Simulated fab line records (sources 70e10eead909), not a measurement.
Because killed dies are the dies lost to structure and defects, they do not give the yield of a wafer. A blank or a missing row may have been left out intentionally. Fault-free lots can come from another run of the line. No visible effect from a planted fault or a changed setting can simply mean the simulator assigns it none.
Which tool was responsible?    flow nand_harc    14 lots with 42 wafers sampled at 4 steps, on a route of 1302 steps

== WHAT THE GAUGES READ, wafer by wafer ==
The record holds no reading of a measuring or inspecting step that can be judged against a usual standard deviation.

== EACH LOT AND THE TOOL THAT RAN IT (in order: tool; ch and the chambers of the sampled wafers; start) ==
lot   NHARC_P_STI_ETCH_31                            NHARC_P_GATE_ETCH_32              NHARC_P_GATE_ALD_36                NHARC_P_GATE_DEVELOP_45
L875  rie_diel-08 ch 0,3, day 4 21:49 or earlier     rie_si-03 ch 0,2, day 4 21:49     ald_sin-03 ch 0,1,3, day 4 23:41   litho_track-05 ch 0, day 5 09:00
L877  rie_diel-08 ch 1,2,3, day 5 17:43 or earlier   rie_si-03 ch 1,2,3, day 5 17:43   ald_sin-04 ch 2,3, day 5 18:29     litho_track-03 ch 0, day 6 04:00
L879  rie_diel-04 ch 0,1,2, day 6 17:10 or earlier   rie_si-01 ch 0,2,3, day 6 17:10   ald_sin-01 ch 0,1,3, day 6 19:01   litho_track-05 ch 0, day 7 04:00
L880  rie_diel-04 ch 0,1, day 7 00:19 or earlier     rie_si-04 ch 1,2, day 7 00:19     ald_sin-04 ch 0,1, day 7 02:11     litho_track-05 ch 0, day 7 11:00
L884  rie_diel-08 ch 1,2,3, day 8 22:39 or earlier   rie_si-04 ch 1,2,3, day 8 22:39   ald_sin-03 ch 0,1,2, day 8 23:26   litho_track-03 ch 0, day 9 09:00
L887  rie_diel-09 ch 0,2,3, day 10 00:35 or earlier  rie_si-04 ch 2,3, day 10 00:35    ald_sin-03 ch 0,1, day 10 02:26    litho_track-03, day 10 11:00
L888  rie_diel-09 ch 0,3, day 11 05:56 or earlier    rie_si-01 ch 0,2, day 11 05:56    ald_sin-01 ch 0,2,3, day 11 08:49  litho_track-02, day 11 17:00
L891  rie_diel-08 ch 0,1, day 11 16:25 or earlier    rie_si-01 ch 1,2,3, day 11 16:25  ald_sin-03 ch 0,1, day 11 17:11    litho_track-02 ch 0, day 12 03:00
L893  rie_diel-08 ch 0,1,2, day 12 13:50 or earlier  rie_si-01 ch 0,1,2, day 12 13:50  ald_sin-03 ch 0,2,3, day 12 14:38  litho_track-05 ch 0, day 13 01:00
L894  rie_diel-08 ch 0,1,2, day 13 01:26 or earlier  rie_si-01 ch 0,2,3, day 13 01:26  ald_sin-01 ch 1,3, day 13 03:17    litho_track-02 ch 0, day 13 12:00
L895  rie_diel-09 ch 0,2,3, day 13 10:43 or earlier  rie_si-04 ch 0,2,3, day 13 10:43  ald_sin-03 ch 0,2,3, day 13 11:31  litho_track-05 ch 0, day 13 22:00
L896  rie_diel-04 ch 0,3, day 14 07:45 or earlier    rie_si-04 ch 1,2,3, day 14 07:45  ald_sin-01 ch 0,3, day 14 08:34    litho_track-02 ch 0, day 14 18:00
L897  rie_diel-08 ch 1,3, day 14 07:37 or earlier    rie_si-03 ch 0,1,2, day 14 07:37  ald_sin-04 ch 1,3, day 14 08:26    litho_track-02 ch 0, day 14 18:00
L898  rie_diel-08 ch 0,1,2, day 14 18:28 or earlier  rie_si-04 ch 0,2, day 14 18:28    ald_sin-03 ch 0,3, day 14 19:16    litho_track-02 ch 0, day 15 05:00
- NHARC_P_STI_ETCH_31: etches the open film in CF4/CHF3, target depth 108.9 nm, time 54.5 s.
- NHARC_P_GATE_ETCH_32: etches the open film in HBr/Cl2, target depth 150 nm, time 100.1 s.
- NHARC_P_GATE_ALD_36: deposits SiNx, target thk 20 nm, pulse time 60 s, ald cycles 223.
- NHARC_P_GATE_DEVELOP_45: time 70 s.

== AS READ BY THE TOOLS THEMSELVES (means over the sampled wafers that have a number; for cases with no such wafer, the mark the record gives instead) ==
NHARC_P_STI_ETCH_31. Usual: drypump_motor_current_A 5.9 A, standard deviation 0.43; oes_product_au 0.955 a.u., standard deviation 0.018; rf_vpp_V 370.5 V, standard deviation 2.2; showerhead_plenum_p_Torr 1.57 Torr, standard deviation 0.063; throttle_valve_pct 16.803 %, standard deviation 0.009.
lot   tool         drypump_motor_current_A (A)  oes_product_au (a.u.)  rf_vpp_V (V)  showerhead_plenum_p_Torr (Torr)  throttle_valve_pct (%)  flag
L875  rie_diel-08  5.8                          0.950                  373.1         1.63                             16.807                  
L877  rie_diel-08  5.9                          0.956                  371.5         1.58                             16.802                  
L879  rie_diel-04  6.2                          0.927                  370.0         1.57                             16.807                  
L880  rie_diel-04  6.1                          0.967                  369.5         1.54                             16.802                  
L884  rie_diel-08  6.0                          0.958                  370.7         1.58                             16.803                  
L887  rie_diel-09  5.6                          0.956                  369.5         1.53                             16.804                  
L888  rie_diel-09  6.1                          0.916                  368.6         1.50                             16.795                  
L891  rie_diel-08  5.7                          0.951                  370.3         1.59                             16.805                  
L893  rie_diel-08  5.9                          0.918                  369.7         1.56                             16.791                  
L894  rie_diel-08  5.9                          0.961                  370.1         1.56                             16.804                  
L895  rie_diel-09  5.6                          0.958                  369.1         1.53                             16.804                  
L896  rie_diel-04  6.2                          0.963                  367.5         1.51                             16.809                  
L897  rie_diel-08  5.8                          0.968                  372.7         1.63                             16.809                  
L898  rie_diel-08  5.9                          0.951                  370.0         1.56                             16.808                  

NHARC_P_GATE_ETCH_32. Usual: drypump_motor_current_A 5.8 A, standard deviation 0.57; oes_product_au 0.996 a.u., standard deviation 0.013; throttle_valve_pct 26.403 %, standard deviation 0.0078.
lot   tool       drypump_motor_current_A (A)  oes_product_au (a.u.)  throttle_valve_pct (%)  flag
L875  rie_si-03  5.0                          1.014                  26.400                  
L877  rie_si-03  5.9                          1.013                  26.411                  
L879  rie_si-01  5.7                          1.001                  26.407                  
L880  rie_si-04  6.1                          0.987                  26.402                  
L884  rie_si-04  5.9                          0.986                  26.402                  
L887  rie_si-04  5.7                          1.003                  26.402                  
L888  rie_si-01  6.0                          0.979                  26.401                  
L891  rie_si-01  5.6                          0.998                  26.402                  
L893  rie_si-01  5.9                          0.992                  26.405                  
L894  rie_si-01  5.8                          0.995                  26.403                  
L895  rie_si-04  5.7                          1.006                  26.401                  
L896  rie_si-04  5.9                          1.003                  26.409                  
L897  rie_si-03  5.4                          0.997                  26.403                  
L898  rie_si-04  5.7                          1.007                  26.405                  

NHARC_P_GATE_ALD_36. Usual: heater_power_w 827 W, standard deviation 77; precursor_pulse_height_rel 1.003, standard deviation 0.02.
lot   tool        heater_power_w (W)  precursor_pulse_height_rel  flag
L875  ald_sin-03  778                 1.003                       
L877  ald_sin-04  763                 0.997                       
L879  ald_sin-01  815                 1.012                       
L880  ald_sin-04  896                 1.002                       
L884  ald_sin-03  799                 1.009                       
L887  ald_sin-03  787                 0.993                       
L888  ald_sin-01  872                 1.028                       
L891  ald_sin-03  776                 0.989                       
L893  ald_sin-03  836                 1.022                       
L894  ald_sin-01  756                 1.016                       
L895  ald_sin-03  834                 1.022                       
L896  ald_sin-01  871                 0.988                       
L897  ald_sin-04  838                 1.017                       
L898  ald_sin-03  811                 0.998                       

NHARC_P_GATE_DEVELOP_45. Usual: chill_plate_temp_C 23.00 C, standard deviation 0.1; exhaust_pa 45.0 Pa, standard deviation 0.97.
lot   tool            chill_plate_temp_C (C)  exhaust_pa (Pa)  flag
L875  litho_track-05  23.05                   45.0             
L877  litho_track-03  22.91                   45.4             
L879  litho_track-05  23.11                   44.4             
L880  litho_track-05  23.07                   44.6             
L884  litho_track-03  23.04                   44.4             
L887  litho_track-03  -                       -                OFF
L888  litho_track-02  -                       -                OFF
L891  litho_track-02  22.92                   44.7             
L893  litho_track-05  22.93                   44.4             
L894  litho_track-02  22.81                   44.0             
L895  litho_track-05  23.01                   44.3             
L896  litho_track-02  22.95                   43.7             
L897  litho_track-02  23.05                   45.5             
L898  litho_track-02  23.09                   44.8             

== THE ANSWER, worked out from the rows above alone ==
Rule: take the mean of a lot's wafers that have a number; if it is more than 3 standard deviations from the usual mean, the lot is off. A lot without any number at a reading at which 4 lots or more have one is off too. The other lots that the step has rows for count as sound. First the gauges in route order, then the tools' own readings, where a lot's mean is used as printed above. At the first step where some lot is off, the reading lying furthest off is the one used; lots without a number count as furthest.
Off at NHARC_P_GATE_DEVELOP_45 (chill_plate_temp_C): L887, L888. Without a number there: L887, L888.
A tool fits if, at that step or a process step before it, it ran every lot that is off, and no sound lot after the first of them. Because NHARC_P_STI_ETCH_31 lacks a start for some lots, the hours and order of its lots are taken from NHARC_P_GATE_ETCH_32. Of those tried, none fits.

== WHAT HAD BEEN PUT IN BY THE SIMULATOR ==
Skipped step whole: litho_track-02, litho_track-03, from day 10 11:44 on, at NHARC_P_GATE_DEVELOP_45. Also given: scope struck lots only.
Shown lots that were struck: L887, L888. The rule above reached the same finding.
